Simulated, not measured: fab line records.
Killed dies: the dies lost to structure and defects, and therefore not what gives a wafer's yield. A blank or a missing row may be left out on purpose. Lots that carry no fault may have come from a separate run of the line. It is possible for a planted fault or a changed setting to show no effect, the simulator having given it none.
Which tool was responsible? / flow n5Finfet / 30 wafers from 10 lots sampled at 4 of the route's 1938 steps

## WHAT EACH GAUGE READ, for each wafer
N5_BEOL_M6_OCD_MEAS_38. Usual: trenchDepthNm 94.3 nm, standard deviation 1.4.
lot=L791; measured=day 8 09:34; on=ocd-01; trenchDepthNm (nm)=92.9 94.2 92.3; flag=
lot=L793; measured=day 9 00:54; on=ocd-02; trenchDepthNm (nm)=94.6 95.0 95.4; flag=
lot=L795; measured=day 9 04:07; on=ocd-02; trenchDepthNm (nm)=94.3 94.1 93.8; flag=
lot=L797; measured=day 9 22:04; on=ocd-02; trenchDepthNm (nm)=95.3 95.6 93.7; flag=
lot=L798; measured=day 10 12:19; on=ocd-01; trenchDepthNm (nm)=95.9 92.3 92.1; flag=
lot=L800; measured=day 11 11:55; on=ocd-01; trenchDepthNm (nm)=94.8 93.5 95.1; flag=
lot=L801; measured=day 11 17:05; on=ocd-01; trenchDepthNm (nm)=95.2 95.5 94.3; flag=
lot=L807; measured=day 12 09:38; on=ocd-02; trenchDepthNm (nm)=94.9 91.8 91.7; flag=
lot=L811; measured=day 13 13:30; on=ocd-01; trenchDepthNm (nm)=94.6 96.8 95.3; flag=
lot=L809; measured=day 13 13:34; on=ocd-02; trenchDepthNm (nm)=94.7 96.1 96.6; flag=

## TOOL THAT RAN EACH LOT (tool first, then ch and the chambers of the sampled wafers, then the start)
lot=L791; N5_BEOL_M6_DESCUM_33=rieDiel-04 ch 1,2,3, day 8 09:09; N5_BEOL_M6_ETCH_66=rieDiel-04 ch 1,2,3, day 8 09:14; N5_BEOL_M6_STRIP_80=rieDiel-04 ch 1,2,3, day 8 09:34 or earlier
lot=L793; N5_BEOL_M6_DESCUM_33=rieDiel-01 ch 1,2, day 9 00:28; N5_BEOL_M6_ETCH_66=rieDiel-01 ch 1,2, day 9 00:33; N5_BEOL_M6_STRIP_80=rieDiel-01 ch 1,2, day 9 00:54 or earlier
lot=L795; N5_BEOL_M6_DESCUM_33=rieDiel-03 ch 0,2, day 9 03:41; N5_BEOL_M6_ETCH_66=rieDiel-03 ch 0,2, day 9 03:46; N5_BEOL_M6_STRIP_80=rieDiel-03 ch 0,2, day 9 04:07 or earlier
lot=L797; N5_BEOL_M6_DESCUM_33=rieDiel-03 ch 0,2,3, day 9 21:39; N5_BEOL_M6_ETCH_66=rieDiel-03 ch 0,2,3, day 9 21:44; N5_BEOL_M6_STRIP_80=rieDiel-03 ch 0,2,3, day 9 22:04 or earlier
lot=L798; N5_BEOL_M6_DESCUM_33=rieDiel-03 ch 0,1,3, day 10 11:53; N5_BEOL_M6_ETCH_66=rieDiel-03 ch 0,1,3, day 10 11:58; N5_BEOL_M6_STRIP_80=rieDiel-03 ch 0,1,3, day 10 12:19 or earlier
lot=L800; N5_BEOL_M6_DESCUM_33=rieDiel-03 ch 0,2,3, day 11 11:29; N5_BEOL_M6_ETCH_66=rieDiel-03 ch 0,2,3, day 11 11:34; N5_BEOL_M6_STRIP_80=rieDiel-03 ch 0,2,3, day 11 11:55 or earlier
lot=L801; N5_BEOL_M6_DESCUM_33=rieDiel-01 ch 0,2,3, day 11 16:39; N5_BEOL_M6_ETCH_66=rieDiel-01 ch 0,2,3, day 11 16:44; N5_BEOL_M6_STRIP_80=rieDiel-01 ch 0,2,3, day 11 17:05 or earlier
lot=L807; N5_BEOL_M6_DESCUM_33=rieDiel-03 ch 1,2, day 12 09:13; N5_BEOL_M6_ETCH_66=rieDiel-03 ch 1,2, day 12 09:18; N5_BEOL_M6_STRIP_80=rieDiel-03 ch 1,2, day 12 09:38 or earlier
lot=L811; N5_BEOL_M6_DESCUM_33=rieDiel-01 ch 1,2, day 13 13:04; N5_BEOL_M6_ETCH_66=rieDiel-01 ch 1,2, day 13 13:09; N5_BEOL_M6_STRIP_80=rieDiel-01 ch 1,2, day 13 13:30 or earlier
lot=L809; N5_BEOL_M6_DESCUM_33=rieDiel-03 ch 2,3, day 13 13:08; N5_BEOL_M6_ETCH_66=rieDiel-03 ch 2,3, day 13 13:13; N5_BEOL_M6_STRIP_80=rieDiel-03 ch 2,3, day 13 13:34 or earlier
- N5_BEOL_M6_DESCUM_33: chemistry O2, time 7 s.
- N5_BEOL_M6_ETCH_66: etches SOC in N2/H2, target depth 80 nm, overetch 16 nm, time 120 s.
- N5_BEOL_M6_STRIP_80: strips in N2/H2, time 10 s.

## WHAT THE TOOLS THEMSELVES READ (means of the sampled wafers that have a number; where no wafer has one, the mark that the record gives instead)
N5_BEOL_M6_DESCUM_33. Usual: biasPowerW 20.00 W, standard deviation 0.06; drypumpMotorCurrentA 5.5 A, standard deviation 0.45; oesProductAu 0.77 a.u., standard deviation 0.077; rfVppV 243.3 V, standard deviation 1.3; showerheadPlenumPTorr 2.12 Torr, standard deviation 0.063; throttleValvePct 20.36 %, standard deviation 0.2.
lot=L791; tool=rieDiel-04; biasPowerW (W)=19.94; drypumpMotorCurrentA (A)=6.0; oesProductAu (a.u.)=0.75; rfVppV (V)=243.2; showerheadPlenumPTorr (Torr)=2.12; throttleValvePct (%)=20.46; flag=
lot=L793; tool=rieDiel-01; biasPowerW (W)=19.98; drypumpMotorCurrentA (A)=4.9; oesProductAu (a.u.)=0.70; rfVppV (V)=242.4; showerheadPlenumPTorr (Torr)=2.06; throttleValvePct (%)=20.60; flag=
lot=L795; tool=rieDiel-03; biasPowerW (W)=20.02; drypumpMotorCurrentA (A)=5.3; oesProductAu (a.u.)=0.78; rfVppV (V)=244.5; showerheadPlenumPTorr (Torr)=2.16; throttleValvePct (%)=20.22; flag=
lot=L797; tool=rieDiel-03; biasPowerW (W)=20.02; drypumpMotorCurrentA (A)=5.5; oesProductAu (a.u.)=0.84; rfVppV (V)=243.3; showerheadPlenumPTorr (Torr)=2.15; throttleValvePct (%)=20.22; flag=
lot=L798; tool=rieDiel-03; biasPowerW (W)=20.02; drypumpMotorCurrentA (A)=5.5; oesProductAu (a.u.)=0.83; rfVppV (V)=243.7; showerheadPlenumPTorr (Torr)=2.15; throttleValvePct (%)=20.21; flag=
lot=L800; tool=rieDiel-03; biasPowerW (W)=19.97; drypumpMotorCurrentA (A)=5.5; oesProductAu (a.u.)=0.81; rfVppV (V)=244.3; showerheadPlenumPTorr (Torr)=2.15; throttleValvePct (%)=20.25; flag=
lot=L801; tool=rieDiel-01; biasPowerW (W)=19.99; drypumpMotorCurrentA (A)=5.6; oesProductAu (a.u.)=0.75; rfVppV (V)=243.2; showerheadPlenumPTorr (Torr)=2.09; throttleValvePct (%)=20.41; flag=
lot=L807; tool=rieDiel-03; biasPowerW (W)=19.97; drypumpMotorCurrentA (A)=5.3; oesProductAu (a.u.)=0.73; rfVppV (V)=242.9; showerheadPlenumPTorr (Torr)=2.08; throttleValvePct (%)=20.23; flag=
lot=L811; tool=rieDiel-01; biasPowerW (W)=20.03; drypumpMotorCurrentA (A)=4.9; oesProductAu (a.u.)=0.77; rfVppV (V)=242.5; showerheadPlenumPTorr (Torr)=2.05; throttleValvePct (%)=20.52; flag=
lot=L809; tool=rieDiel-03; biasPowerW (W)=19.94; drypumpMotorCurrentA (A)=5.7; oesProductAu (a.u.)=0.84; rfVppV (V)=243.9; showerheadPlenumPTorr (Torr)=2.13; throttleValvePct (%)=20.28; flag=

N5_BEOL_M6_ETCH_66. Usual: drypumpMotorCurrentA 5.5 A, standard deviation 0.45; oesProductAu 0.59 a.u., standard deviation 0.056; rfFwdPowerW 835.7 W, standard deviation 2.6; rfVppV 524.4 V, standard deviation 2.3; showerheadPlenumPTorr 2.56 Torr, standard deviation 0.075; throttleValvePct 17.69 %, standard deviation 0.21.
lot=L791; tool=rieDiel-04; drypumpMotorCurrentA (A)=6.0; oesProductAu (a.u.)=0.58; rfFwdPowerW (W)=833.5; rfVppV (V)=525.5; showerheadPlenumPTorr (Torr)=2.57; throttleValvePct (%)=17.74; flag=
lot=L793; tool=rieDiel-01; drypumpMotorCurrentA (A)=4.9; oesProductAu (a.u.)=0.55; rfFwdPowerW (W)=832.6; rfVppV (V)=523.0; showerheadPlenumPTorr (Torr)=2.49; throttleValvePct (%)=17.95; flag=
lot=L795; tool=rieDiel-03; drypumpMotorCurrentA (A)=5.3; oesProductAu (a.u.)=0.60; rfFwdPowerW (W)=836.7; rfVppV (V)=526.5; showerheadPlenumPTorr (Torr)=2.61; throttleValvePct (%)=17.49; flag=
lot=L797; tool=rieDiel-03; drypumpMotorCurrentA (A)=5.5; oesProductAu (a.u.)=0.64; rfFwdPowerW (W)=836.2; rfVppV (V)=525.3; showerheadPlenumPTorr (Torr)=2.59; throttleValvePct (%)=17.50; flag=
lot=L798; tool=rieDiel-03; drypumpMotorCurrentA (A)=5.5; oesProductAu (a.u.)=0.64; rfFwdPowerW (W)=836.9; rfVppV (V)=525.1; showerheadPlenumPTorr (Torr)=2.60; throttleValvePct (%)=17.54; flag=
lot=L800; tool=rieDiel-03; drypumpMotorCurrentA (A)=5.5; oesProductAu (a.u.)=0.62; rfFwdPowerW (W)=835.9; rfVppV (V)=524.6; showerheadPlenumPTorr (Torr)=2.59; throttleValvePct (%)=17.52; flag=
lot=L801; tool=rieDiel-01; drypumpMotorCurrentA (A)=5.6; oesProductAu (a.u.)=0.57; rfFwdPowerW (W)=835.8; rfVppV (V)=523.5; showerheadPlenumPTorr (Torr)=2.54; throttleValvePct (%)=17.76; flag=
lot=L807; tool=rieDiel-03; drypumpMotorCurrentA (A)=5.3; oesProductAu (a.u.)=0.57; rfFwdPowerW (W)=1037.2; rfVppV (V)=486.5; showerheadPlenumPTorr (Torr)=2.53; throttleValvePct (%)=17.65; flag=OFF
lot=L811; tool=rieDiel-01; drypumpMotorCurrentA (A)=4.9; oesProductAu (a.u.)=0.60; rfFwdPowerW (W)=834.0; rfVppV (V)=522.3; showerheadPlenumPTorr (Torr)=2.48; throttleValvePct (%)=17.87; flag=
lot=L809; tool=rieDiel-03; drypumpMotorCurrentA (A)=5.7; oesProductAu (a.u.)=0.63; rfFwdPowerW (W)=1037.4; rfVppV (V)=488.5; showerheadPlenumPTorr (Torr)=2.57; throttleValvePct (%)=17.55; flag=OFF

N5_BEOL_M6_STRIP_80. Usual: biasPowerW 7.002 W, standard deviation 0.02; drypumpMotorCurrentA 5.5 A, standard deviation 0.45; oesProductAu 0.77 a.u., standard deviation 0.077; rfVppV 59.3 V, standard deviation 0.85; showerheadPlenumPTorr 2.55 Torr, standard deviation 0.075; throttleValvePct 23.45 %, standard deviation 0.26.
lot=L791; tool=rieDiel-04; biasPowerW (W)=6.989; drypumpMotorCurrentA (A)=6.0; oesProductAu (a.u.)=0.75; rfVppV (V)=59.7; showerheadPlenumPTorr (Torr)=2.57; throttleValvePct (%)=23.45; flag=
lot=L793; tool=rieDiel-01; biasPowerW (W)=6.977; drypumpMotorCurrentA (A)=4.9; oesProductAu (a.u.)=0.70; rfVppV (V)=59.6; showerheadPlenumPTorr (Torr)=2.49; throttleValvePct (%)=23.83; flag=
lot=L795; tool=rieDiel-03; biasPowerW (W)=7.001; drypumpMotorCurrentA (A)=5.3; oesProductAu (a.u.)=0.79; rfVppV (V)=59.3; showerheadPlenumPTorr (Torr)=2.60; throttleValvePct (%)=23.16; flag=
lot=L797; tool=rieDiel-03; biasPowerW (W)=7.005; drypumpMotorCurrentA (A)=5.5; oesProductAu (a.u.)=0.84; rfVppV (V)=59.4; showerheadPlenumPTorr (Torr)=2.59; throttleValvePct (%)=23.26; flag=
lot=L798; tool=rieDiel-03; biasPowerW (W)=6.983; drypumpMotorCurrentA (A)=5.5; oesProductAu (a.u.)=0.83; rfVppV (V)=58.3; showerheadPlenumPTorr (Torr)=2.60; throttleValvePct (%)=23.30; flag=
lot=L800; tool=rieDiel-03; biasPowerW (W)=7.007; drypumpMotorCurrentA (A)=5.5; oesProductAu (a.u.)=0.81; rfVppV (V)=59.1; showerheadPlenumPTorr (Torr)=2.59; throttleValvePct (%)=23.27; flag=
lot=L801; tool=rieDiel-01; biasPowerW (W)=6.997; drypumpMotorCurrentA (A)=5.6; oesProductAu (a.u.)=0.76; rfVppV (V)=59.1; showerheadPlenumPTorr (Torr)=2.53; throttleValvePct (%)=23.55; flag=
lot=L807; tool=rieDiel-03; biasPowerW (W)=7.000; drypumpMotorCurrentA (A)=5.3; oesProductAu (a.u.)=0.73; rfVppV (V)=59.7; showerheadPlenumPTorr (Torr)=2.53; throttleValvePct (%)=23.41; flag=
lot=L811; tool=rieDiel-01; biasPowerW (W)=7.006; drypumpMotorCurrentA (A)=4.9; oesProductAu (a.u.)=0.77; rfVppV (V)=59.0; showerheadPlenumPTorr (Torr)=2.48; throttleValvePct (%)=23.75; flag=
lot=L809; tool=rieDiel-03; biasPowerW (W)=7.004; drypumpMotorCurrentA (A)=5.7; oesProductAu (a.u.)=0.84; rfVppV (V)=58.7; showerheadPlenumPTorr (Torr)=2.56; throttleValvePct (%)=23.37; flag=

## THE ANSWER, worked out from the rows above alone
Rule: lot off if the mean of its wafers having a number is beyond 3 standard deviations from the usual mean. A lot without any number at a reading at which 4 lots or more have one is off too. Any other lot the step has rows for is counted as sound. Order of review: gauges by route order, followed by the tools' own readings, for which a lot's mean as printed above is used. The first step at which some lot is off is used, and at that step the reading that is off furthest; a lot without a number counts as furthest.
Off: L807, L809, at N5_BEOL_M6_ETCH_66 (rfFwdPowerW).
A tool fits if, at that step or a process step before it, it ran every lot that is off, and no sound lot after the first of them. One fits: rieDiel-03 at N5_BEOL_M6_DESCUM_33 and N5_BEOL_M6_ETCH_66. At N5_BEOL_M6_DESCUM_33 its last sound lot is L800 (day 11 11:29), its first lot that is off L807 (day 12 09:13): a fault that began between those two fits.

## WHAT THE SIMULATOR PUT IN
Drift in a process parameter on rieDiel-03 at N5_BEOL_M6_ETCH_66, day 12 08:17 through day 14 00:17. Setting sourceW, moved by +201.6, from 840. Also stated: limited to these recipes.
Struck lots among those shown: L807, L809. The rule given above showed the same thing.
